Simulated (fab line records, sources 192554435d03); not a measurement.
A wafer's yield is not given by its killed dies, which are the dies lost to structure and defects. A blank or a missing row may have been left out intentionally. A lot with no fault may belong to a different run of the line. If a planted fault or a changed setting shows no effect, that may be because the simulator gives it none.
Which tool is to blame?    flow n5Finfet    11 lots with 28 wafers sampled at 4 steps, on a route of 1938 steps

== WHAT THE GAUGES READ, wafer by wafer ==
N5_BEOL_M2_OCD_MEAS_38.
lot   measured      on      trenchDepthNm (nm)
L155  day 7 15:28   ocd-01  55.4 55.8 55.1
L156  day 8 00:07   ocd-01  55.6 55.6 55.8
L158  day 8 12:39   ocd-01  55.8 55.6
L160  day 8 15:34   ocd-02  53.6 56.5 53.9
L162  day 9 04:28   ocd-02  55.3 57.4 54.7
L163  day 9 13:31   ocd-01  55.3 57.2 55.6
L164  day 9 16:25   ocd-02  54.3 53.9
L165  day 10 09:03  ocd-02  54.5 55.5 55.8
L170  day 11 05:59  ocd-02  54.9 55.3
L171  day 11 10:04  ocd-01  55.1 55.2
L173  day 12 08:11  ocd-02  55.0 55.8

== EACH LOT AND THE TOOL THAT RAN IT (in order: tool; ch and the chambers of the sampled wafers; start) ==
lot   N5_BEOL_M2_HM_DEP_02         N5_BEOL_M2_ETCH_74                N5_BEOL_M2_ETCH_69
L155  pvdSputter-03, day 7 12:26   rieDiel-04 ch 0,1,3, day 7 13:38  rieDiel-06 ch 2,3, day 7 14:36
L156  pvdSputter-01, day 7 18:12   rieDiel-04 ch 0,1,3, day 7 18:53  rieDiel-04 ch 0,3, day 7 19:52
L158  pvdSputter-03, day 8 08:11   rieDiel-04 ch 0,2, day 8 08:52    rieDiel-04 ch 2,3, day 8 09:46
L160  pvdSputter-03, day 8 12:08   rieDiel-04 ch 1,2,3, day 8 13:08  rieDiel-04 ch 0,1,2, day 8 14:02
L162  pvdSputter-02, day 9 01:54   rieDiel-06 ch 2,3, day 9 02:35    rieDiel-04 ch 0,2,3, day 9 03:43
L163  pvdSputter-03, day 9 09:21   rieDiel-04 ch 0,1,2, day 9 10:02  rieDiel-06 ch 2,3, day 9 11:02
L164  pvdSputter-02, day 9 13:35   rieDiel-06 ch 2,3, day 9 14:16    rieDiel-04 ch 0,2, day 9 15:17
L165  pvdSputter-01, day 10 03:13  rieDiel-06 ch 0,1, day 10 03:53   rieDiel-04 ch 1,2,3, day 10 05:21
L170  pvdSputter-03, day 11 02:23  rieDiel-02 ch 3, day 11 03:07     rieDiel-06 ch 2, day 11 04:08
L171  pvdSputter-03, day 11 06:22  rieDiel-02 ch 1,2, day 11 07:04   rieDiel-06 ch 0,3, day 11 08:05
L173  pvdSputter-03, day 11 21:14  rieDiel-06 ch 1,3, day 12 02:33   rieDiel-06 ch 0,2, day 12 03:27
- N5_BEOL_M2_HM_DEP_02: deposits TiN, target thk 20 nm.
- N5_BEOL_M2_ETCH_74: etches underlayer in N2/H2, target depth 6.5 nm, time 5.2 s.
- N5_BEOL_M2_ETCH_69: etches SiARC in CF4, target depth 15.6 nm, time 26 s.

== THE ANSWER, worked out from the rows above alone ==
Rule: the usual values come from the lots themselves. The widest of any qualifying gaps counts: lots, ordered by their means at a reading, are off when they make up no more than a third of the lots, leave a main group of 4 or more, and stand apart from it by 3 or more times the standard deviation of that group's means. If all means in a main group match to the digits the tables above print for the reading, that group is not used. Also off: a lot with no number at a reading for which 4 or more lots have one. All remaining lots with rows at the step are treated as sound.
None of the lots is off at any reading shown; this tells nothing.

== WHAT HAD BEEN PUT IN BY THE SIMULATOR ==
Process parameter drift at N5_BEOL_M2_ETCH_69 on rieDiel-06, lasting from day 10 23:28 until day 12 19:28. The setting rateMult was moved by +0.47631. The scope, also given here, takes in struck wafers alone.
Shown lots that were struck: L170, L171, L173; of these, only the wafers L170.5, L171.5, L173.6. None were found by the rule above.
